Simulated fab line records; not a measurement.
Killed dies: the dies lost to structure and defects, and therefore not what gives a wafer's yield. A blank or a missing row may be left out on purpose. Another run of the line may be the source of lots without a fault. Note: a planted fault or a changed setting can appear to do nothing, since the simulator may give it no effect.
fab line records + flow n5Finfet
record
- lots=6
- wafers=18
- lastDay=17
route steps=1938 shown PASSIVATION@1909
lots that met no fault: taken from a fault-free run of the same line
startH: start of the lot's first displayed wafer, in hours after the record's first day + waitH: time in hours since the lot's previous step + " unchanged from the row above + L1.1+2: several wafers, shown together as one row + - no value present, or no start provided + * or withheld: withheld + < > ~ a bound
route shown NAME@n: NAME is a module with steps in the file, n the number in the route of the first one + usual: average and standard deviation across the fault-free wafers + same: alike in all rows + chamber/n: place in a boat + sites: each site's reading + _std_site: their standard deviation + _edge_site: mean of outer sites minus mean of inner sites + radiusMm: how far each site lies from the wafer's centre + mask NAME#n: copy n + behind: tool/chamber where the wafer was last shaped + hold: what put the lot on hold/how long, in hours/how the hold closed + device: the n, p or np transistor that did not switch + end of line: the route-end tests of the same wafers + a step with no rows: only its recipe + killed: at the first sort, the dies lost to defects and structure; wafer yield is something else + map: shows each die of a wafer: x if killed, . if not, _ if none is there
set.NAME: the run value of the setting; set.NAME@STEP: its run value at that earlier step + model.NAME: the simulator's own value behind a step, which no gauge read
lots at selected steps of the route; one table per step, one row per wafer
services: the hour from which a tool's chamber was out of use, counted from the record's first day as startH (under 0 if before that day), plus the number of hours and why
## steps
# step N5_PASSIVATION_AL_ETCH_33
# recipe
- chemistry=Cl2/BCl3
- targetDepthA=28000
- overEtchFrac=0.15
- Cl2_flow_sccm=180
- bcl3FlowSccm=60
- target=Al
- stopOn=TaN
- timeS=466.7
- ionEnergyEv=100
- pressureMtorr=10
- icpW=900
- biasW=100
# usual
- biasW=100.0/0.33
- drypumpMotorCurrentA=5.62/0.17
- oesProductAu=0.73/0.1
- throttleValvePct=34.38/0.25
# same
- overEtchFrac=0.15
| lot.wafer | tool        | chamber | startH | waitH | biasW | drypumpMotorCurrentA | oesProductAu | rfHoursCounterH | throttleValvePct |
|-----------|-------------|---------|--------|-------|-------|----------------------|--------------|-----------------|------------------|
| L897.1    | rieMetal-03 | 0       | 266.48 | 0.1   | 100.8 | 5.53                 | 0.55         | 122             | 34.71            |
| L897.5    | "           | 0       | "      | "     | 100.5 | 5.50                 | 0.55         | -               | 34.70            |
| L897.6    | "           | 0       | "      | "     | 100.3 | 5.52                 | 0.55         | -               | 34.69            |
| L902.2    | rieMetal-02 | 1       | 306.42 | 0.1   | 99.7  | 5.66                 | 0.87         | 2               | 34.03            |
| L902.3    | "           | 1       | "      | "     | 100.2 | 5.65                 | 0.88         | -               | 34.00            |
| L902.4    | "           | 0       | "      | "     | 99.7  | 5.86                 | 0.76         | -               | 34.50            |
| L911.1    | rieMetal-03 | 0       | 354.90 | 0.1   | 100.0 | 5.49                 | 0.84         | 6               | 34.24            |
| L911.2    | "           | 1       | "      | "     | 100.0 | 5.60                 | 0.82         | 6               | 34.70            |
| L911.3    | "           | 1       | "      | "     | 99.5  | 5.60                 | 0.83         | -               | 34.67            |
| L912.1    | rieMetal-01 | 1       | 358.62 | 0.1   | 99.9  | 5.68                 | 0.60         | 87              | 34.08            |
| L912.2    | "           | 0       | "      | "     | 100.1 | 5.35                 | 0.68         | 49              | 34.32            |
| L912.4    | "           | 1       | "      | "     | 100.0 | 5.66                 | 0.61         | -               | 34.06            |
| L917.2    | rieMetal-01 | 1       | 393.12 | 0.1   | 99.7  | 5.66                 | 0.59         | 90              | 34.14            |
| L917.3    | "           | 1       | "      | "     | 100.0 | 5.64                 | 0.59         | -               | 34.13            |
| L917.6    | "           | 0       | "      | "     | 100.2 | 5.35                 | 0.67         | -               | 34.33            |
| L919.2    | rieMetal-02 | 1       | 410.85 | 0.1   | 100.0 | 5.68                 | 0.80         | 11              | 34.07            |
| L919.4    | "           | 1       | "      | "     | 100.3 | 5.66                 | 0.80         | -               | 34.04            |
| L919.6    | "           | 0       | "      | "     | 100.5 | 5.85                 | 0.72         | -               | 34.53            |
# step N5_PASSIVATION_ETCH_59
# recipe
- chemistry=Cl2/BCl3
- target=TaN
- targetDepthA=650
- timeS=34.9
- ionEnergyEv=100
- pressureMtorr=10
- icpW=900
- biasW=100
- Cl2_flow_sccm=60
- bcl3FlowSccm=30
# usual
- biasW=100.0/0.34
- drypumpMotorCurrentA=5.62/0.16
- oesProductAu=0.81/0.11
- throttleValvePct=21.16/0.18
| lot.wafer | tool        | chamber | startH | waitH | biasW | drypumpMotorCurrentA | oesProductAu | rfHoursCounterH | throttleValvePct |
|-----------|-------------|---------|--------|-------|-------|----------------------|--------------|-----------------|------------------|
| L897.1    | rieMetal-03 | 0       | 267.28 | 0.7   | 100.3 | 5.51                 | 0.60         | 123             | 21.52            |
| L897.5    | "           | 0       | "      | "     | 99.9  | 5.53                 | 0.60         | -               | 21.53            |
| L897.6    | "           | 0       | "      | "     | 100.1 | 5.50                 | 0.61         | -               | 21.55            |
| L902.2    | rieMetal-02 | 1       | 306.82 | 0.3   | 100.5 | 5.64                 | 0.97         | 2               | 20.89            |
| L902.3    | "           | 1       | "      | "     | 100.5 | 5.63                 | 0.95         | -               | 20.89            |
| L902.4    | "           | 0       | "      | "     | 99.6  | 5.87                 | 0.83         | -               | 21.25            |
| L911.1    | rieMetal-03 | 0       | 355.44 | 0.4   | 99.5  | 5.53                 | 0.97         | 6               | 21.02            |
| L911.2    | "           | 1       | "      | "     | 99.6  | 5.61                 | 0.91         | 7               | 21.23            |
| L911.3    | "           | 1       | "      | "     | 99.7  | 5.60                 | 0.91         | -               | 21.23            |
| L912.1    | rieMetal-01 | 1       | 359.02 | 0.3   | 100.0 | 5.66                 | 0.67         | 87              | 21.11            |
| L912.2    | "           | 0       | "      | "     | 100.0 | 5.34                 | 0.77         | 49              | 21.07            |
| L912.4    | "           | 1       | "      | "     | 100.0 | 5.66                 | 0.67         | -               | 21.09            |
| L917.2    | rieMetal-01 | 1       | 393.52 | 0.3   | 100.2 | 5.71                 | 0.67         | 90              | 21.11            |
| L917.3    | "           | 1       | "      | "     | 100.2 | 5.67                 | 0.66         | -               | 21.11            |
| L917.6    | "           | 0       | "      | "     | 99.9  | 5.38                 | 0.77         | -               | 21.05            |
| L919.2    | rieMetal-02 | 1       | 411.25 | 0.3   | 100.2 | 5.60                 | 0.89         | 11              | 20.91            |
| L919.4    | "           | 1       | "      | "     | 100.4 | 5.63                 | 0.87         | -               | 20.94            |
| L919.6    | "           | 0       | "      | "     | 100.5 | 5.87                 | 0.79         | -               | 21.31            |
# step N5_PASSIVATION_STRIP_34
# recipe
- chemistry=O2
- powerW=600
- tempC=60
- pressureMtorr=30
- rfFrequencyHz=6e+07
- biasPowerW=0
- overashFraction=2
- o2FlowSccm=225
# usual
- drypumpMotorCurrentA=5.7/0.53
- o2FlowSccm=225.0/0.74
- oesProductAu=0.82/0.06
- rfVppV=3.7/1.6
- showerheadPlenumPTorr=2.12/0.092
- throttleValvePct=16.64/0.15
| lot.wafer | tool       | chamber | startH | waitH | drypumpMotorCurrentA | o2FlowSccm | oesProductAu | rfHoursCounterH | rfVppV | showerheadPlenumPTorr | throttleValvePct |
|-----------|------------|---------|--------|-------|----------------------|------------|--------------|-----------------|--------|-----------------------|------------------|
| L897.1    | rieDiel-02 | 3       | 267.64 | 0.3   | 4.7                  | 223.7      | 0.80         | 107             | 3.7    | 2.02                  | 16.80            |
| L897.5    | "          | 3       | "      | "     | 4.7                  | 224.3      | 0.80         | -               | 2.7    | 2.02                  | 16.78            |
| L897.6    | "          | 0       | "      | "     | 5.8                  | 224.6      | 0.79         | -               | 6.3    | 2.11                  | 16.31            |
| L902.2    | rieDiel-06 | 0       | 307.13 | 0.3   | 5.3                  | 223.7      | 0.83         | 61              | 1.6    | 2.24                  | 16.73            |
| L902.3    | "          | 2       | "      | "     | 5.4                  | 224.6      | 0.84         | 78              | 3.6    | 2.21                  | 16.75            |
| L902.4    | "          | 1       | "      | "     | 6.6                  | 226.8      | 0.76         | 152             | 1.0    | 2.00                  | 16.79            |
| L911.1    | rieDiel-01 | 1       | 355.58 | 0.1   | 5.4                  | 224.4      | 0.91         | 22              | 4.1    | 2.05                  | 16.48            |
| L911.2    | "          | 0       | "      | "     | 6.1                  | 224.5      | 0.88         | 29              | 4.6    | 2.22                  | 16.48            |
| L911.3    | "          | 3       | "      | "     | 5.7                  | 224.8      | 0.74         | 107             | 3.8    | 2.02                  | 16.78            |
| L912.1    | rieDiel-06 | 3       | 359.14 | 0.1   | 5.1                  | 223.8      | 0.80         | 110             | 2.5    | 2.18                  | 16.65            |
| L912.2    | "          | 0       | "      | "     | 5.3                  | 226.2      | 0.79         | 78              | 5.6    | 2.23                  | 16.77            |
| L912.4    | "          | 0       | "      | "     | 5.3                  | 225.4      | 0.82         | -               | 4.4    | 2.23                  | 16.83            |
| L917.2    | rieDiel-01 | 2       | 393.63 | 0.1   | 6.4                  | 223.8      | 0.82         | 76              | 4.2    | 2.02                  | 16.51            |
| L917.3    | "          | 3       | "      | "     | 5.7                  | 226.6      | 0.74         | 119             | 1.5    | 2.02                  | 16.76            |
| L917.6    | "          | 1       | "      | "     | 5.3                  | 225.2      | 0.90         | -               | 2.1    | 2.05                  | 16.57            |
| L919.2    | rieDiel-01 | 2       | 411.37 | 0.1   | 6.4                  | 224.2      | 0.80         | 84              | 3.2    | 2.02                  | 16.54            |
| L919.4    | "          | 1       | "      | "     | 5.3                  | 225.0      | 0.87         | -               | 4.6    | 2.05                  | 16.54            |
| L919.6    | "          | 0       | "      | "     | 6.1                  | 225.2      | 0.86         | -               | 3.3    | 2.21                  | 16.56            |
# step N5_PASSIVATION_STRIP_51
# recipe
- chemistry=postEtchResidueRemover
- timeS=1200
- tempC=72.5
# step N5_PASSIVATION_CLEAN_69
# recipe
- chemistry=IPA
- timeS=180
- tempC=25
# step N5_PASSIVATION_SRD_70
# recipe
- dry=ipaMarangoni
- timeS=30
- tempC=23
- rinseLiquid=diw
# step N5_PASSIVATION_PECVD_53
# recipe
- material=SiO2
- targetThkA=8000
- tempC=400
- precursor=TEOS/O2
- pressureTorr=6.5
- rfW=withheld
- teosFlowSccm=withheld
- gas=O2
- flowSccm=2650
- timeS=169.4
# step N5_PASSIVATION_PECVD_35
# recipe
- material=SiNx
- targetThkA=7000
- tempC=400
- precursor=SiH4/NH3/N2
- pressureTorr=4.9
- rfW=1406
- timeS=151.3
# usual
- heaterPowerW=379/93
- showerheadPlenumPTorr=8.68/0.076
- throttleValvePct=29.9/1.5
| lot.wafer | tool     | chamber | startH | waitH | heaterPowerW | showerheadPlenumPTorr | throttleValvePct |
|-----------|----------|---------|--------|-------|--------------|-----------------------|------------------|
| L897.1    | pecvd-04 | 0       | 268.28 | 0.1   | 386          | 8.71                  | 29.0             |
| L897.5    | "        | 0       | "      | "     | 261          | 8.71                  | 29.2             |
| L897.6    | "        | 1       | "      | "     | 541          | 8.61                  | 29.7             |
| L902.2    | pecvd-04 | 0       | 307.74 | 0.1   | 368          | 8.71                  | 28.9             |
| L902.3    | "        | 1       | "      | "     | 493          | 8.63                  | 30.0             |
| L902.4    | "        | 1       | "      | "     | 549          | 8.63                  | 29.9             |
| L911.1    | pecvd-04 | 0       | 356.23 | 0.1   | 292          | 8.70                  | 28.9             |
| L911.2    | "        | 2       | "      | "     | 316          | 8.69                  | 29.9             |
| L911.3    | "        | 1       | "      | "     | 528          | 8.62                  | 30.1             |
| L912.1    | pecvd-02 | 1       | 359.84 | 0.1   | 349          | 8.66                  | 29.0             |
| L912.2    | "        | 0       | "      | "     | 518          | 8.63                  | 28.9             |
| L912.4    | "        | 0       | "      | "     | 544          | 8.66                  | 29.0             |
| L917.2    | pecvd-02 | 2       | 394.24 | 0.1   | 437          | 8.57                  | 28.9             |
| L917.3    | "        | 0       | "      | "     | 427          | 8.64                  | 28.5             |
| L917.6    | "        | 1       | "      | "     | 405          | 8.65                  | 29.5             |
| L919.2    | pecvd-04 | 1       | 411.98 | 0.1   | 531          | 8.63                  | 30.0             |
| L919.4    | "        | 2       | "      | "     | 341          | 8.66                  | 30.0             |
| L919.6    | "        | 1       | "      | "     | 575          | 8.63                  | 29.8             |
# step N5_PASSIVATION_HMDS_37
# recipe
- timeS=60
- tempC=120
# step N5_PASSIVATION_COAT_38
# recipe
- spinRpm=3000
- resistThkNm=withheld
# step N5_PASSIVATION_EBR_40
# recipe
- solvent=PGMEA
- ebrWidthMm=1.5
# step N5_PASSIVATION_SOFTBAKE_39
# recipe
- tempC=110
- timeS=120
# step N5_PASSIVATION_EXPOSE_41
# recipe
- maskId=PASS_OPEN
- na=0.55
- defocusNm=0
- sourceShape=conventional
- sigmaOuter=0.8
- polarization=unpolarized
- targetCdNm=40000
- doseMj=57.25
# usual
- exposureDoseMJCm2=57.26/0.06
- focusOffsetNm=0.0/0.45
- stageVelMmS=500.05/0.22
| lot.wafer | tool          | chamber | startH | waitH | mask        | exposureDoseMJCm2 | focusOffsetNm | stageVelMmS |
|-----------|---------------|---------|--------|-------|-------------|-------------------|---------------|-------------|
| L897.1    | krfScanner-01 | 0       | 268.66 | -     | PASS_OPEN#0 | 57.22             | -0.1          | 500.00      |
| L897.5    | "             | 0       | "      | "     | PASS_OPEN#0 | 57.31             | -0.6          | 500.09      |
| L897.6    | "             | 0       | "      | "     | PASS_OPEN#0 | 57.25             | -0.5          | 500.04      |
| L902.2    | krfScanner-02 | 0       | 308.13 | -     | PASS_OPEN#0 | 57.23             | -0.8          | 500.34      |
| L902.3    | "             | 0       | "      | "     | PASS_OPEN#0 | 57.22             | -0.4          | 499.94      |
| L902.4    | "             | 0       | "      | "     | PASS_OPEN#0 | 57.27             | -0.5          | 500.00      |
| L911.1    | krfScanner-01 | -       | 356.61 | -     | PASS_OPEN#0 | -                 | -             | -           |
| L911.2    | "             | -       | "      | "     | PASS_OPEN#0 | -                 | -             | -           |
| L911.3    | "             | -       | "      | "     | PASS_OPEN#0 | -                 | -             | -           |
| L912.1    | krfScanner-02 | -       | 360.27 | -     | PASS_OPEN#0 | -                 | -             | -           |
| L912.2    | "             | -       | "      | "     | PASS_OPEN#0 | -                 | -             | -           |
| L912.4    | "             | -       | "      | "     | PASS_OPEN#0 | -                 | -             | -           |
| L917.2    | krfScanner-02 | 0       | 394.63 | -     | PASS_OPEN#0 | 57.35             | 0.3           | 500.44      |
| L917.3    | "             | 0       | "      | "     | PASS_OPEN#0 | 57.29             | 1.0           | 500.13      |
| L917.6    | "             | 0       | "      | "     | PASS_OPEN#0 | 57.28             | -0.1          | 500.48      |
| L919.2    | krfScanner-02 | 0       | 412.36 | -     | PASS_OPEN#0 | 57.24             | 0.3           | 500.39      |
| L919.4    | "             | 0       | "      | "     | PASS_OPEN#0 | 57.20             | 0.3           | 500.12      |
| L919.6    | "             | 0       | "      | "     | PASS_OPEN#0 | 57.28             | 0.3           | 500.28      |
# step N5_PASSIVATION_PEB_42
# recipe
- pebTempC=withheld
- pebTimeS=*
## services
| tool          | chamber | startH | hours | kind   |
|---------------|---------|--------|-------|--------|
| rieDiel-02    | 1       | 259.35 | 18.6  | repair |
| krfScanner-01 | -       | 265.57 | 1.3   | pm     |
| krfScanner-02 | -       | 268.86 | 4.0   | pm     |
| pecvd-04      | 0       | 271.90 | 10.6  | repair |
| krfScanner-02 | -       | 272.88 | 1.3   | pm     |
| pecvd-02      | -       | 278.99 | 1.1   | repair |
| krfScanner-01 | -       | 284.16 | 4.0   | pm     |
| krfScanner-02 | -       | 299.12 | 0.5   | repair |
| krfScanner-01 | -       | 299.81 | 1.0   | pm     |
| krfScanner-02 | -       | 300.81 | 1.0   | pm     |
| krfScanner-01 | -       | 317.18 | 1.1   | repair |
| rieDiel-02    | 3       | 329.31 | 13.5  | repair |
| krfScanner-01 | -       | 333.29 | 1.8   | repair |
| krfScanner-02 | -       | 337.29 | 0.8   | pm     |
| krfScanner-01 | -       | 345.92 | 0.5   | repair |
| rieDiel-06    | -       | 358.14 | 0.3   | repair |
| krfScanner-01 | -       | 364.40 | 4.4   | pm     |
| rieDiel-01    | 1       | 368.16 | 6.0   | repair |
| krfScanner-01 | -       | 374.64 | 0.8   | pm     |
| rieMetal-03   | 0       | 374.71 | 4.0   | repair |
| pecvd-02      | 2       | 376.51 | 7.6   | repair |
| krfScanner-02 | -       | 386.38 | 4.8   | repair |
| rieDiel-01    | 3       | 400.26 | 16.0  | repair |
| krfScanner-01 | -       | 401.16 | 2.2   | repair |
## key
firstSign
- step=N5_PASSIVATION_EXPOSE_41
- reading=toolRecord
- direction=missing
effect none on later readings
metAt N5_PASSIVATION_EXPOSE_41
struckWafers L911.1,L911.2,L911.3,L912.1,L912.2,L912.4
laterRowsLeftOut L911.1,L911.2,L911.3,L912.1,L912.2,L912.4
sortLeftOut L911.1,L911.2,L911.3,L912.1,L912.2,L912.4
onsetBetween 308.13 356.61
fault
- kind=skippedStepWhole
- tool=krfScanner-01,krfScanner-02
- chamber=-
- onsetH=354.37
- steps=N5_PASSIVATION_EXPOSE_41
- scope=struckLotsOnly
# sortLeftOut: the simulated sort isn't trusted on such a fault, so these wafers' sort isn't shown, and their yield isn't known
# laterRowsLeftOut: the simulator's readings of these wafers behind a module that went badly wrong aren't trusted and aren't shown, but for the sort
